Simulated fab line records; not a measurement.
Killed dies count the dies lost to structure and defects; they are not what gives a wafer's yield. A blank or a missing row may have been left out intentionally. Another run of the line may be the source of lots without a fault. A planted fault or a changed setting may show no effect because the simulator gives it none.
2 desks looking at one fault ; flow nandHarc ; only its own numbers are on each desk; what lay behind them is given at the end

THE TOOL OWNER'S DESK: aldHk-03
The tool's own readings at NHARC_A_CHANNEL_FILL_D1_ALD_14 (deposits SiO2, target thk 2.5 nm, pulse time 10 s, ald cycles 25): means of the sampled wafers that have a number, for each lot that ran on this tool. If a lot's mean is further than 4 standard deviations from the usual mean, the lot is out of limits and carries the mark OUT (the distance appears in the brackets).
Columns: A = heaterPowerW at NHARC_A_CHANNEL_FILL_D1_ALD_14, usual 476 W; B = precursorPulseHeightRel at NHARC_A_CHANNEL_FILL_D1_ALD_14, usual 0.999
lot;first seen here;A;B
L215;day 10 10:00;469;0.985
L216;day 10 15:14;501;1.010
L219;day 11 05:45;471;1.009
L218;day 11 06:05;498;1.003
L220;day 12 03:51;424;0.980
L232;day 14 20:37;525;1.022
Finding of this desk: none of the 6 lots has anything out of limits.

THE DEFECT DESK
Lot by lot, what the route's inspections counted, given as the mean of those sampled wafers with a number. If a lot's mean is further than 4 standard deviations from the usual mean, the lot is out of limits and carries the mark OUT (the distance appears in the brackets).
Columns: A = rawDefectCount at NHARC_A_CHANNEL_HOLE_D1_INSPECT_40, usual 57
lot;first seen here;A
L211;day 8 19:33;42
L209;day 8 23:40;51
L214;day 9 09:23;36
L212;day 9 13:34;44
L215;day 10 02:52;65
L216;day 10 07:01;64
L219;day 10 22:29;62
L218;day 10 23:02;92
L220;day 11 20:41;35
L228;day 13 01:26;63
L227;day 13 05:15;92
L231;day 14 06:41;56
L232;day 14 12:22;55
Finding of this desk: none of the 13 lots has anything out of limits.

BROUGHT TOGETHER
The desk of the tool owner found nothing out of limits.
No out-of-limits result turned up at the defect desk.

WHAT HAD BEEN PUT IN BY THE SIMULATOR
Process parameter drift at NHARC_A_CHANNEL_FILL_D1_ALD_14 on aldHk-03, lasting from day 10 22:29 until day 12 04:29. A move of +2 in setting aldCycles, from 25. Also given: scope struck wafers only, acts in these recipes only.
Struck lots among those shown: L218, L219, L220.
